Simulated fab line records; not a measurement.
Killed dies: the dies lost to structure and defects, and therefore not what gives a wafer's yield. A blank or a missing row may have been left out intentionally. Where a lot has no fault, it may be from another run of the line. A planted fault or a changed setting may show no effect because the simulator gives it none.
Which tool was responsible? | flow nand_harc | 14 lots with 42 wafers sampled at 4 steps, on a route of 1302 steps

WHAT THE GAUGES READ, wafer by wafer
No reading from a measuring or inspecting step in the record can be judged against a usual standard deviation.

WHAT TOOL EACH LOT RAN ON (gives the tool, then ch and the chambers of the sampled wafers, and finally the start)
lot  | NHARC_A_STAIRCASE_DESCUM_312       | NHARC_A_STAIRCASE_ETCH_453                    | NHARC_A_STAIRCASE_STRIP_476        | NHARC_A_STAIRCASE_ANNEAL_323
L519 | rie_diel-13 ch 1,2, day 17 11:53   | rie_diel-13 ch 0,1,3, day 17 16:26 or earlier | rie_diel-04 ch 0,1,2, day 17 16:26 | furnace-02 ch 0, day 18 19:38
L521 | rie_diel-04 ch 1,2, day 17 17:47   | rie_diel-04 ch 1,2, day 17 21:53 or earlier   | rie_diel-13 ch 0,1,3, day 17 21:53 | furnace-02 ch 0, day 18 19:38
L522 | rie_diel-13 ch 0,1,3, day 18 13:18 | rie_diel-13 ch 1,3, day 18 17:38 or earlier   | rie_diel-13 ch 0,1,3, day 18 17:38 | furnace-02 ch 0, day 19 20:31
L527 | rie_diel-02 ch 0,1, day 20 06:56   | rie_diel-02 ch 2,3, day 20 12:29 or earlier   | rie_diel-13 ch 0,1,3, day 20 12:29 | furnace-02, day 21 14:55
L526 | rie_diel-13 ch 0,1,2, day 20 15:52 | rie_diel-13 ch 0,1,2, day 20 21:58 or earlier | rie_diel-04 ch 1,2,3, day 20 21:58 | furnace-04, day 21 20:56
L531 | rie_diel-02 ch 0,2, day 22 02:51   | rie_diel-02 ch 0,1, day 22 06:54 or earlier   | rie_diel-02 ch 0,1, day 22 06:54   | furnace-04 ch 0, day 23 07:25
L534 | rie_diel-04 ch 0,1, day 22 20:43   | rie_diel-04 ch 0,1, day 23 00:44 or earlier   | rie_diel-04 ch 0,3, day 23 00:44   | furnace-02 ch 0, day 24 03:22
L533 | rie_diel-02 ch 1,2,3, day 23 01:19 | rie_diel-02 ch 0,2,3, day 23 05:25 or earlier | rie_diel-13 ch 0,1,2, day 23 05:25 | furnace-02 ch 0, day 24 03:22
L536 | rie_diel-02 ch 1,2,3, day 23 19:28 | rie_diel-02 ch 0,3, day 23 23:28 or earlier   | rie_diel-02 ch 0,2,3, day 23 23:28 | furnace-04 ch 0, day 25 05:53
L537 | rie_diel-13 ch 1,2,3, day 24 03:29 | rie_diel-13 ch 0,1,2, day 24 07:35 or earlier | rie_diel-02 ch 0,1,2, day 24 07:35 | furnace-04 ch 0, day 25 17:04
L535 | rie_diel-04 ch 0,2,3, day 24 05:40 | rie_diel-04 ch 1,2,3, day 24 09:54 or earlier | rie_diel-04 ch 0,1,2, day 24 09:54 | furnace-04 ch 0, day 25 17:04
L539 | rie_diel-02 ch 1,2,3, day 25 10:37 | rie_diel-02 ch 0,1,2, day 25 14:40 or earlier | rie_diel-02 ch 1,3, day 25 14:40   | furnace-04 ch 0, day 26 16:28
L541 | rie_diel-02 ch 1,2, day 26 01:50   | rie_diel-02 ch 0,1,2, day 26 07:17 or earlier | rie_diel-02 ch 0,2, day 26 07:17   | furnace-02 ch 0, day 27 10:07
L542 | rie_diel-04 ch 0,1,3, day 26 13:13 | rie_diel-04 ch 0,3, day 26 18:25 or earlier   | rie_diel-13 ch 1,3, day 26 18:25   | furnace-02 ch 0, day 28 01:05
- NHARC_A_STAIRCASE_DESCUM_312: chemistry O2, time 3 s.
- NHARC_A_STAIRCASE_ETCH_453: etches the open film in CF4/O2, target depth 30 nm, overetch 3 nm, time 16.5 s.
- NHARC_A_STAIRCASE_STRIP_476: strips in O2, time 20 s.
- NHARC_A_STAIRCASE_ANNEAL_323: time 1800 s.

WHAT THE TOOLS THEMSELVES READ (means of the sampled wafers that have a number; where no wafer has one, the mark that the record gives instead)
NHARC_A_STAIRCASE_DESCUM_312. Usual: drypump_motor_current_A 5.9 A, standard deviation 0.59; oes_product_au 1.003 a.u., standard deviation 0.012; rf_vpp_V 57.8 V, standard deviation 0.9; showerhead_plenum_p_Torr 1.94 Torr, standard deviation 0.077; throttle_valve_pct 11.312 %, standard deviation 0.0093.
lot  | tool        | drypump_motor_current_A (A) | oes_product_au (a.u.) | rf_vpp_V (V) | showerhead_plenum_p_Torr (Torr) | throttle_valve_pct (%) | flag
L519 | rie_diel-13 | 6.0                         | 0.995                 | 58.6         | 1.97                            | 11.312                 |
L521 | rie_diel-04 | 5.3                         | 1.009                 | 58.2         | 1.95                            | 11.312                 |
L522 | rie_diel-13 | 5.9                         | 0.985                 | 57.7         | 1.95                            | 11.315                 |
L527 | rie_diel-02 | 6.6                         | 1.003                 | 57.1         | 1.96                            | 11.311                 |
L526 | rie_diel-13 | 5.6                         | 1.002                 | 58.2         | 1.92                            | 11.316                 |
L531 | rie_diel-02 | 6.5                         | 0.998                 | 57.4         | 2.04                            | 11.314                 |
L534 | rie_diel-04 | 5.9                         | 1.013                 | 58.0         | 1.95                            | 11.307                 |
L533 | rie_diel-02 | 6.4                         | 1.003                 | 56.5         | 1.90                            | 11.311                 |
L536 | rie_diel-02 | 6.4                         | 1.002                 | 57.4         | 1.90                            | 11.300                 |
L537 | rie_diel-13 | 5.8                         | 0.993                 | 57.2         | 1.91                            | 11.309                 |
L535 | rie_diel-04 | 5.5                         | 1.008                 | 58.0         | 1.94                            | 11.309                 |
L539 | rie_diel-02 | 6.4                         | 0.986                 | 56.9         | 1.89                            | 11.311                 |
L541 | rie_diel-02 | 6.4                         | 1.005                 | 58.1         | 1.86                            | 11.304                 |
L542 | rie_diel-04 | 5.8                         | 1.015                 | 58.4         | 1.96                            | 11.316                 |

NHARC_A_STAIRCASE_ETCH_453. Usual: drypump_motor_current_A 5.9 A, standard deviation 0.58; oes_ar_750_au 1.000 a.u., standard deviation 0.0044; oes_f_703_au 1.000 a.u., standard deviation 0.0045; oes_product_au 1.005 a.u., standard deviation 0.012; rf_vpp_V 198.1 V, standard deviation 1.3; showerhead_plenum_p_Torr 1.35 Torr, standard deviation 0.051; throttle_valve_pct 13.396 %, standard deviation 0.0093.
lot  | tool        | drypump_motor_current_A (A) | oes_ar_750_au (a.u.) | oes_f_703_au (a.u.) | oes_product_au (a.u.) | rf_vpp_V (V) | showerhead_plenum_p_Torr (Torr) | throttle_valve_pct (%) | flag
L519 | rie_diel-13 | 5.9                         | 0.994                | 0.999               | 0.991                 | 197.7        | 1.36                            | 13.400                 |
L521 | rie_diel-04 | 5.3                         | 0.995                | 1.001               | 1.017                 | 197.6        | 1.36                            | 13.395                 |
L522 | rie_diel-13 | 6.3                         | 1.000                | 0.998               | 0.998                 | 198.8        | 1.40                            | 13.387                 |
L527 | rie_diel-02 | 6.2                         | 1.003                | 0.999               | 1.002                 | 198.7        | 1.38                            | 13.397                 |
L526 | rie_diel-13 | 5.5                         | 1.003                | 0.999               | 0.993                 | 197.2        | 1.34                            | 13.393                 |
L531 | rie_diel-02 | 6.6                         | 0.998                | 1.002               | 1.003                 | 196.9        | 1.31                            | 13.396                 |
L534 | rie_diel-04 | 5.9                         | 1.000                | 1.002               | 0.995                 | 198.5        | 1.37                            | 13.397                 |
L533 | rie_diel-02 | 6.5                         | 1.002                | 0.997               | 1.004                 | 198.8        | 1.38                            | 13.396                 |
L536 | rie_diel-02 | 6.7                         | 1.000                | 1.001               | 1.017                 | 198.7        | 1.35                            | 13.393                 |
L537 | rie_diel-13 | 5.6                         | 0.999                | 1.004               | 0.997                 | 196.7        | 1.33                            | 13.392                 |
L535 | rie_diel-04 | 5.5                         | 0.998                | 0.996               | 1.014                 | 197.9        | 1.36                            | 13.399                 |
L539 | rie_diel-02 | 6.4                         | 1.000                | 1.004               | 1.001                 | 198.8        | 1.36                            | 13.402                 |
L541 | rie_diel-02 | 6.4                         | 1.000                | 1.002               | 1.010                 | 198.6        | 1.35                            | 13.391                 |
L542 | rie_diel-04 | 5.8                         | 1.001                | 0.995               | 1.019                 | 198.7        | 1.36                            | 13.398                 |

NHARC_A_STAIRCASE_STRIP_476. Usual: drypump_motor_current_A 6.0 A, standard deviation 0.6; oes_product_au 1.002 a.u., standard deviation 0.013; rf_vpp_V 57.9 V, standard deviation 0.8; showerhead_plenum_p_Torr 3.57 Torr, standard deviation 0.14; throttle_valve_pct 17.038 %, standard deviation 0.01.
lot  | tool        | drypump_motor_current_A (A) | oes_product_au (a.u.) | rf_vpp_V (V) | showerhead_plenum_p_Torr (Torr) | throttle_valve_pct (%) | flag
L519 | rie_diel-04 | 5.6                         | 1.001                 | 58.0         | 3.61                            | 17.047                 |
L521 | rie_diel-13 | 5.9                         | 0.991                 | 58.4         | 3.60                            | 17.033                 |
L522 | rie_diel-13 | 6.0                         | 0.982                 | 57.8         | 3.59                            | 17.036                 |
L527 | rie_diel-13 | 6.0                         | 0.998                 | 58.0         | 3.59                            | 17.032                 |
L526 | rie_diel-04 | 5.5                         | 0.998                 | 58.6         | 3.61                            | 17.035                 |
L531 | rie_diel-02 | 6.6                         | 0.991                 | 57.6         | 3.46                            | 17.036                 |
L534 | rie_diel-04 | 5.7                         | 1.018                 | 58.5         | 3.62                            | 17.043                 |
L533 | rie_diel-13 | 5.6                         | 1.006                 | 57.4         | 3.53                            | 17.034                 |
L536 | rie_diel-02 | 6.5                         | 1.011                 | 57.9         | 3.64                            | 17.044                 |
L537 | rie_diel-02 | 6.5                         | 0.996                 | 58.3         | 3.58                            | 17.029                 |
L535 | rie_diel-04 | 5.6                         | 1.028                 | 57.4         | 3.58                            | 17.046                 |
L539 | rie_diel-02 | 6.7                         | 0.994                 | 57.1         | 3.43                            | 17.032                 |
L541 | rie_diel-02 | 6.5                         | 1.000                 | 58.0         | 3.72                            | 17.034                 |
L542 | rie_diel-13 | 6.3                         | 1.002                 | 58.8         | 3.64                            | 17.029                 |

NHARC_A_STAIRCASE_ANNEAL_323. Usual: run_length_s 1819 s, standard deviation 7.3; spike_tc_bottom_C 773.3 C, standard deviation 1.6.
lot  | tool       | run_length_s (s) | spike_tc_bottom_C (C) | flag
L519 | furnace-02 | 1816             | 773.7                 |
L521 | furnace-02 | 1818             | 774.8                 |
L522 | furnace-02 | 1817             | 772.8                 |
L527 | furnace-02 | -                | -                     | OFF
L526 | furnace-04 | -                | -                     | OFF
L531 | furnace-04 | 1809             | 773.7                 |
L534 | furnace-02 | 1823             | 772.8                 |
L533 | furnace-02 | 1814             | 774.1                 |
L536 | furnace-04 | 1812             | 772.6                 |
L537 | furnace-04 | 1822             | 774.5                 |
L535 | furnace-04 | 1813             | 773.4                 |
L539 | furnace-04 | 1818             | 773.8                 |
L541 | furnace-02 | 1815             | 774.5                 |
L542 | furnace-02 | 1826             | 773.2                 |

THE ANSWER, worked out from the rows above alone
Rule: lot off if the mean of its wafers having a number is beyond 3 standard deviations from the usual mean. A lot without any number at a reading at which 4 lots or more have one is off too. Where the step has rows for the other lots, those lots are counted as sound. First the gauges in route order, then the tools' own readings, where a lot's mean is used as printed above. At the first step where some lot is off, the reading lying furthest off is the one used; lots without a number count as furthest.
Off, at NHARC_A_STAIRCASE_ANNEAL_323 on run_length_s: L527, L526. Without a number there: L527, L526.
If a tool, at that step or one of the process steps before it, ran each lot that is off and ran no sound lot following the first of them, it fits. NHARC_A_STAIRCASE_ETCH_453: start missing for some lots; hours and lot order therefore follow NHARC_A_STAIRCASE_STRIP_476. None of those tried fits.

WHAT HAD BEEN PUT IN BY THE SIMULATOR
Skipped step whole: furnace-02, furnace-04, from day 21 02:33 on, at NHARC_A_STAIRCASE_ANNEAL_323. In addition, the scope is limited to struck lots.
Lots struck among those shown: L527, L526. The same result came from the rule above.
